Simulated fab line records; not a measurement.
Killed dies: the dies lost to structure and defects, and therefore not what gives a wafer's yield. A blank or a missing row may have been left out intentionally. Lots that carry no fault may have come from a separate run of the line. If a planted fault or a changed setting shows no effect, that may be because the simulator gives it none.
What tool caused it? | flow n5 finfet | 11 lots, 31 wafers sampled, at 4 steps of a route of 1938

## WHAT THE GAUGES READ, wafer by wafer
The record lacks any reading of a measuring or inspecting step that a usual standard deviation could be used to judge.

## EACH LOT AND THE TOOL THAT RAN IT (in order: tool; ch and the chambers of the sampled wafers; start)
lot  | N5_BEOL_M8_CVD_78                | N5_BEOL_M8_SPUTTER_48        | N5_BEOL_M8_CMP_52             | N5_BEOL_M9_PECVD_70
L943 | cvd co-02 ch 0,1,2, day 9 19:35  | pvd sputter-01, day 9 19:42  | cmp-01 ch 0,2, day 9 23:22    | pecvd-03 ch 0,1, day 10 00:29
L942 | cvd co-02 ch 0,2, day 9 19:43    | pvd sputter-03, day 9 19:55  | cmp-03 ch 0,2, day 9 23:53    | pecvd-03 ch 0,1, day 10 01:02
L944 | cvd co-02 ch 1,2, day 10 07:57   | pvd sputter-01, day 10 08:05 | cmp-01 ch 0,1,3, day 10 11:16 | pecvd-04 ch 0,1, day 10 12:25
L945 | cvd co-02 ch 0,2, day 10 14:56   | pvd sputter-02, day 10 15:04 | cmp-03 ch 0,1, day 10 18:58   | pecvd-04 ch 0,1, day 10 20:06
L946 | cvd co-02 ch 0,1, day 10 18:50   | pvd sputter-01, day 10 19:07 | cmp-04 ch 2,3, day 10 23:39   | pecvd-03 ch 0, day 11 00:47
L948 | cvd co-02 ch 1,2, day 11 07:59   | pvd sputter-01, day 11 08:10 | cmp-01 ch 0,1,3, day 11 08:41 | pecvd-01 ch 1,2, day 11 09:47
L949 | cvd co-01 ch 0,1, day 11 18:47   | pvd sputter-02, day 11 18:56 | cmp-01 ch 0,3, day 11 19:27   | pecvd-01 ch 0,1, day 11 20:34
L952 | cvd co-01 ch 0,2, day 12 14:30   | pvd sputter-02, day 12 14:37 | cmp-03 ch 0,2,3, day 12 15:10 | pecvd-03 ch 0,1,2, day 12 16:14
L956 | cvd co-02 ch 1,2, day 13 09:25   | pvd sputter-03, day 13 09:34 | cmp-03 ch 2,3, day 13 10:27   | pecvd-03 ch 0,1, day 13 11:29
L957 | cvd co-02 ch 0,1,2, day 13 10:39 | pvd sputter-02, day 13 12:22 | cmp-03 ch 0,1,2, day 13 13:08 | pecvd-01 ch 0,1,2, day 13 14:11
L959 | cvd co-02 ch 0, day 13 19:32     | pvd sputter-02, day 13 19:48 | cmp-01 ch 0,1, day 13 21:23   | pecvd-04 ch 0,1, day 13 22:23
- N5_BEOL_M8_CVD_78: deposits Co from CCTBA/H2, target thk 2 nm, time 142.3 s.
- N5_BEOL_M8_SPUTTER_48: material Cu, target thk 10 nm, time 1.667 s.
- N5_BEOL_M8_CMP_52: polishes, stops on SiCOH lowk, t overpolish 6.9 s, target thk 80 nm.
- N5_BEOL_M9_PECVD_70: deposits SiO2 from TEOS/O2, target thk 20 nm, time 22.7 s.

## WHAT THE TOOLS THEMSELVES READ (means of the sampled wafers that have a number; where no wafer has one, the mark that the record gives instead)
N5_BEOL_M8_CVD_78. Usual: 165.3 s for run length s, sd 0.69.
lot  | tool      | run length s (s) | flag
L943 | cvd co-02 | 165.4            |
L942 | cvd co-02 | 165.7            |
L944 | cvd co-02 | 165.0            |
L945 | cvd co-02 | 165.5            |
L946 | cvd co-02 | 164.6            |
L948 | cvd co-02 | 164.4            |
L949 | cvd co-01 | 165.7            |
L952 | cvd co-01 | 165.7            |
L956 | cvd co-02 | 134.7            | OFF
L957 | cvd co-02 | 125.4            | OFF
L959 | cvd co-02 | 135.6            | OFF

N5_BEOL_M8_SPUTTER_48. Usual: cathode dc power W 26000 W, standard deviation 4.7; chuck gas flow sccm 1.26 sccm, standard deviation 0.058; throttle valve pct 29.8 %, standard deviation 1.2.
lot  | tool           | cathode dc power W (W) | chuck gas flow sccm (sccm) | throttle valve pct (%) | flag
L943 | pvd sputter-01 | 26001                  | 1.24                       | 29.9                   |
L942 | pvd sputter-03 | 25999                  | 1.23                       | 30.2                   |
L944 | pvd sputter-01 | 26001                  | 1.29                       | 30.0                   |
L945 | pvd sputter-02 | 26000                  | 1.28                       | 29.7                   |
L946 | pvd sputter-01 | 25999                  | 1.29                       | 30.0                   |
L948 | pvd sputter-01 | 25999                  | 1.28                       | 31.1                   |
L949 | pvd sputter-02 | 25997                  | 1.26                       | 30.6                   |
L952 | pvd sputter-02 | 26005                  | 1.31                       | 30.6                   |
L956 | pvd sputter-03 | 25998                  | 1.33                       | 29.3                   |
L957 | pvd sputter-02 | 26003                  | 1.24                       | 29.6                   |
L959 | pvd sputter-02 | 26002                  | 1.30                       | 30.3                   |

N5_BEOL_M8_CMP_52. Usual: barrier field endpoint s 28.8 s, standard deviation 0.67; motor current A 6.2 A, standard deviation 0.58; overpolish run s 6.901 s, standard deviation 0.0091; slurry filter dp kPa 13.51 kPa, standard deviation 0.15; slurry flow ml min 150.0, standard deviation 0.55; time to endpoint s 62.0 s, standard deviation 2.5.
lot  | tool   | barrier field endpoint s (s) | motor current A (A) | overpolish run s (s) | slurry filter dp kPa (kPa) | slurry flow ml min | time to endpoint s (s) | flag
L943 | cmp-01 | 28.5                         | 5.7                 | 6.903                | 13.54                      | 149.6              | 61.6                   |
L942 | cmp-03 | 28.9                         | 6.0                 | 6.903                | 13.40                      | 150.4              | 62.8                   |
L944 | cmp-01 | 28.6                         | 5.9                 | 6.895                | 13.66                      | 150.0              | 59.9                   |
L945 | cmp-03 | 28.0                         | 6.3                 | 6.898                | 13.58                      | 149.8              | 62.7                   |
L946 | cmp-04 | 28.2                         | 6.5                 | 6.903                | 13.61                      | 150.5              | 64.6                   |
L948 | cmp-01 | 28.8                         | 5.5                 | 6.890                | 13.52                      | 150.4              | 62.4                   |
L949 | cmp-01 | 29.2                         | 5.7                 | 6.907                | 13.51                      | 150.0              | 62.7                   |
L952 | cmp-03 | 29.5                         | 6.4                 | 6.898                | 13.46                      | 150.2              | 64.0                   |
L956 | cmp-03 | 29.1                         | 6.7                 | 6.902                | 13.46                      | 150.2              | 61.8                   |
L957 | cmp-03 | 29.4                         | 6.3                 | 6.899                | 13.60                      | 150.2              | 61.6                   |
L959 | cmp-01 | 28.8                         | 5.7                 | 6.900                | 13.66                      | 150.2              | 60.7                   |

N5_BEOL_M9_PECVD_70. Usual: heater power w 689 W, standard deviation 77; showerhead plenum p Torr 8.78 Torr, standard deviation 0.07; throttle valve pct 21.7 %, standard deviation 1.3.
lot  | tool     | heater power w (W) | showerhead plenum p Torr (Torr) | throttle valve pct (%) | flag
L943 | pecvd-03 | 610                | 8.86                            | 22.0                   |
L942 | pecvd-03 | 745                | 8.87                            | 23.4                   |
L944 | pecvd-04 | 711                | 8.81                            | 22.6                   |
L945 | pecvd-04 | 678                | 8.80                            | 21.6                   |
L946 | pecvd-03 | 717                | 8.88                            | 24.4                   |
L948 | pecvd-01 | 775                | 8.71                            | 21.3                   |
L949 | pecvd-01 | 721                | 8.69                            | 21.2                   |
L952 | pecvd-03 | 630                | 8.83                            | 22.4                   |
L956 | pecvd-03 | 740                | 8.88                            | 22.8                   |
L957 | pecvd-01 | 746                | 8.70                            | 20.9                   |
L959 | pecvd-04 | 696                | 8.81                            | 22.4                   |

## THE ANSWER, worked out from the rows above alone
Rule: lot off if the mean of its wafers having a number is beyond 3 standard deviations from the usual mean. A lot without any number at a reading at which 4 lots or more have one is off too. Where the step has rows for the other lots, those lots are counted as sound. First the gauges in route order, then the tools' own readings, where a lot's mean is used as printed above. The first step at which some lot is off is used, and at that step the reading that is off furthest; a lot without a number counts as furthest.
Off, at N5_BEOL_M8_CVD_78 on run length s: L956, L957, L959.
If a tool, at that step or one of the process steps before it, ran each lot that is off and ran no sound lot following the first of them, it fits. One candidate fits, namely cvd co-02 at N5_BEOL_M8_CVD_78. A fault onset in the window from L948 (day 11 07:59, its last sound lot) to L956 (day 13 09:25, its first lot off) fits.
The tool's own readings at N5_BEOL_M8_CVD_78 bear it out: on the lots that are off they differ by more than 5 times the standard deviation of the sound lots' means. run length s reads 131.9 s there against 165.2 s on the sound lots.

## WHAT THE SIMULATOR HAD PUT IN
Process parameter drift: cvd co-02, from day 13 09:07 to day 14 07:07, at N5_BEOL_M8_CVD_78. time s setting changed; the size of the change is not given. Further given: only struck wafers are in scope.
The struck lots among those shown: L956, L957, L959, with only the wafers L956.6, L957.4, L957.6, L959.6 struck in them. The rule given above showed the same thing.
